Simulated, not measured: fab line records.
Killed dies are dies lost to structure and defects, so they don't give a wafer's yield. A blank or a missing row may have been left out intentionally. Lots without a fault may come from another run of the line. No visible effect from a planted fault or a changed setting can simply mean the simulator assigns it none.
Chamber matching ; flow n5-finfet ; 4 sister chambers for N5_BEOL_M8_DESCUM_16 on rie-diel-04
The step chemistry O2, time 7.9 s. 4 wafers are shown with their chamber, then 10 later ones without.

== WAFERS PAIRED WITH THEIR CHAMBERS ==
wafer;chamber;throttle-valve-pct (%)
L095.5;2;20.94
L085.4;3;20.19
L087.1;0;20.28
L087.2;1;20.41

== WAFERS WITHOUT THEIR CHAMBER ==
wafer;throttle-valve-pct (%)
L087.3;20.18
L093.2;20.41
L093.3;20.27
L093.6;20.20
L086.3;20.64
L086.4;20.20
L086.5;20.29
L097.1;20.21
L097.3;20.29
L097.6;20.30

== EACH ONE'S CHAMBER ==
wafer;from the rows above;in truth
L087.3;can't be placed: 3 or 0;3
L093.2;can't be placed: 1 or 0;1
L093.3;can't be placed: 0 or 3 or 1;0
L093.6;can't be placed: 3 or 0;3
L086.3;can't be placed: 1 or 2 or 0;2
L086.4;can't be placed: 3 or 0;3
L086.5;can't be placed: 0 or 3 or 1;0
L097.1;can't be placed: 3 or 0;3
L097.3;can't be placed: 0 or 3 or 1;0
L097.6;can't be placed: 0 or 1 or 3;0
Correctly placed: 0 of 10. These rows do not allow placing 10 (true chamber among the candidates in 10). Number placed wrongly: 0.
How it was worked out, from the rows above alone: a wafer's distance from a chamber is the root of the sum, over the readings, of the square of ((its reading less the chamber's mean) divided by the reading's scatter). The wafer belongs to the nearest chamber; if the next one is less than 2 further off, it can't be placed. A chamber's mean is the mean of its shown wafers. The scatter (one wafer shown for each chamber): square how far every hidden wafer sits from the nearest shown wafer, average those squares and take the square root.
